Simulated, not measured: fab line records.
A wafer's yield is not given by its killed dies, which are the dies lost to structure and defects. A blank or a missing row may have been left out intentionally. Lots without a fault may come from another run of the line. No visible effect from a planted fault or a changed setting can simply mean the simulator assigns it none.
2 desks looking at one fault -- flow nandHarc -- what lay behind the numbers comes last; until then each desk has only its own

== AT THE TOOL OWNER'S DESK: rieDiel-11 ==
The tool's own readings at NHARC_P_CONTACT_ETCH_31 (etches the open film in CH3F/O2, target depth 30 nm, time 85.7 s): means of the sampled wafers that have a number, for each lot that ran on this tool. A lot is out of limits, marked OUT, if its mean lies more than 4 standard deviations from the usual mean; the brackets give that distance.
Columns: A = drypumpMotorCurrentA at NHARC_P_CONTACT_ETCH_31, usual 5.9 A; B = oesProductAu at NHARC_P_CONTACT_ETCH_31, usual 0.975 a.u.; C = rfFwdPowerW at NHARC_P_CONTACT_ETCH_31, usual 496.0 W; D = rfVppV at NHARC_P_CONTACT_ETCH_31, usual 244.9 V; E = showerheadPlenumPTorr at NHARC_P_CONTACT_ETCH_31, usual 2.49 Torr; F = throttleValvePct at NHARC_P_CONTACT_ETCH_31, usual 20.662 %
lot,first seen here,A,B,C,D,E,F
L957,day 10 09:41,5.9,0.883 (-7.6) OUT,495.2,246.0,2.51,20.662
L958,day 10 19:12,5.6,0.863 (-9.3) OUT,495.3,246.1,2.58,20.667
L966,day 14 05:05,6.2,0.977,496.9,245.0,2.51,20.663
L968,day 15 08:34,5.9,0.992,497.0,246.1,2.58,20.655
This desk's finding: out of limits on L957, L958; first on L957, day 10 09:41 (oesProductAu at NHARC_P_CONTACT_ETCH_31). In limits: L966, L968.

== FROM THE METROLOGY DESK ==
What the gauges read, lot by lot, whatever tool the lot ran on: means of the sampled wafers that have a number. A lot is out of limits, marked OUT, if its mean lies more than 4 standard deviations from the usual mean; the brackets give that distance.
Columns: A = cdNm at NHARC_P_GATE_CD_MEAS_91, usual 1999.8 nm
lot,first seen here,A
L947,day 6 09:05,2002.3
L951,day 7 16:25,2001.1
L952,day 8 01:47,2000.6
L957,day 10 04:08,2001.0
L958,day 10 13:41,1999.7
L960,day 11 21:22,2000.2
L962,day 12 10:37,2000.1
L963,day 13 00:25,2001.9
L966,day 13 23:27,1999.5
L967,day 14 12:07,2000.1
L968,day 15 02:58,2000.3
L969,day 15 09:33,1998.7
Result from this desk: across the 12 lots, nothing is out of limits.

== TAKEN TOGETHER ==
At day 10 09:41, on L957, L958, the tool owner's desk was in a position to raise an alarm.
Nothing out of limits was seen by the metrology desk.
The metrology desk holds a record of L957, L958, inside its limits.
On rieDiel-11, each named lot ran NHARC_P_CONTACT_ETCH_31.

== WHAT THE SIMULATOR HAD INSERTED ==
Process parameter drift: rieDiel-11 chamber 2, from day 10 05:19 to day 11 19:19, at NHARC_P_CONTACT_ETCH_31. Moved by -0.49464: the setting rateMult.
Struck lots among those shown: L957, L958.
Delay in hours, fault start to first out-of-limits reading, by desk: the tool owner's desk at 4.
